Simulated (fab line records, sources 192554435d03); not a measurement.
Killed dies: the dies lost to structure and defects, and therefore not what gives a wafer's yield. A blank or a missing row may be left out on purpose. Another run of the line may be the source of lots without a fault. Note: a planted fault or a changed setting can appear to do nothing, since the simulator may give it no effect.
A lot that was struck, set against a sound lot | flow n5Finfet | 14 out of 1938 route steps
Sound: wafers L316.2, L316.5, L316.6. Struck: wafers L321.1, L321.2. (L321.5 of the same lot was not struck and is left out.) The cause comes at the end.
At each step with rows: each side's tool, then ch and its chambers, then its first start. Under that, the readings that differ: sound wafers | struck wafers | difference of the means | sigmas: that difference in standard deviations of wafers without a fault.
alike: readings with means less than 2 such deviations apart, plus words and numbers identical on both sides. not compared: withheld readings, readings lacking a value on some wafer, bounds such as >300 that could conceal the same value, and numbers that have no deviation in the record and whose values overlap.
Wherever a step has rows on one side only, a row that says differs or no value, or a row with sigmas, the two part there. Numbers that have no deviation but don't overlap get no sigmas and don't part them. A reading that every wafer of one side lacks parts them only if that side has two wafers or more.

first, 8 steps without rows for these wafers: N5_BEOL_M6_COAT_64 (time 60 s, resist thk 12 nm); N5_BEOL_M6_COAT_71 (time 60 s, resist thk 5 nm); N5_BEOL_M6_COAT_22 (resist thk 30 nm); N5_BEOL_M6_EBR_24; N5_BEOL_M6_SOFTBAKE_23 (time 60 s); N5_BEOL_M6_EXPOSE_25 (exposes mask V5, target cd 40 nm); N5_BEOL_M6_PEB_26 (peb time 60 s); N5_BEOL_M6_DEVELOP_27 (develop time 30 s).
N5_BEOL_M6_CD_MEAS_28: the cd target is 40 nm.
  sound on cdSem-01 ch 0, day 10 01:17; struck on cdSem-01 ch 0, day 12 16:05
  alike: cdNm
N5_BEOL_M6_OVL_MEAS_29:
  sound on overlay-01 ch 0, day 10 01:19; struck on overlay-01 ch 0, day 12 16:07
  alike: V5_OVL
N5_BEOL_M6_INSPECT_30: inspects for defects (brightfield).
  sound on defectInspect-01 at day 10 01:22; struck on defectInspect-01 at day 12 16:10
reading        | sound       | struck  | difference | sigmas
rawDefectCount | 273 255 233 | 564 390 | +223       | +2
N5_BEOL_M6_DESCUM_33: chemistry O2, time 7 s.
  sound on rieDiel-06 ch 0,1, day 10 01:24; struck on rieDiel-02 ch 1,2, day 12 16:12
  alike: drypumpMotorCurrentA, oesProductAu, rfVppV, showerheadPlenumPTorr, throttleValvePct
  not compared: rfHoursCounterH
N5_BEOL_M6_ETCH_72: etches underlayer in N2/H2, target depth 6.5 nm, time 5.2 s.
  sound on rieDiel-06 ch 0,1, day 10 01:26; struck on rieDiel-02 ch 1,2, day 12 16:14
reading             | sound          | struck    | difference | sigmas
etchRfOnTimeS (s)   | 5.22 5.07 5.23 | 3.34 3.28 | -1.86      | -29
oesProductAu (a.u.) | 0.61 0.71 0.62 | 0.94 0.93 | +0.29      | +4
  alike: drypumpMotorCurrentA, n2FlowSccm, rfVppV, showerheadPlenumPTorr, throttleValvePct
  not compared: rfHoursCounterH
N5_BEOL_M6_ETCH_65: etches SiARC in CF4, target depth 15.6 nm, time 26 s.
  sound on rieDiel-06 ch 0,1, day 10 01:27; struck on rieDiel-02 ch 1,2, day 12 16:15
  alike: drypumpMotorCurrentA, etchRfOnTimeS, oesProductAu, rfVppV, showerheadPlenumPTorr, throttleValvePct
  not compared: rfHoursCounterH

== WHERE THEY PART ==
Earliest at N5_BEOL_M6_INSPECT_30; latest, in this record, at N5_BEOL_M6_ETCH_72. Later steps at which nothing parts them and some readings are alike: N5_BEOL_M6_ETCH_65.

WHY: what the simulator had put in
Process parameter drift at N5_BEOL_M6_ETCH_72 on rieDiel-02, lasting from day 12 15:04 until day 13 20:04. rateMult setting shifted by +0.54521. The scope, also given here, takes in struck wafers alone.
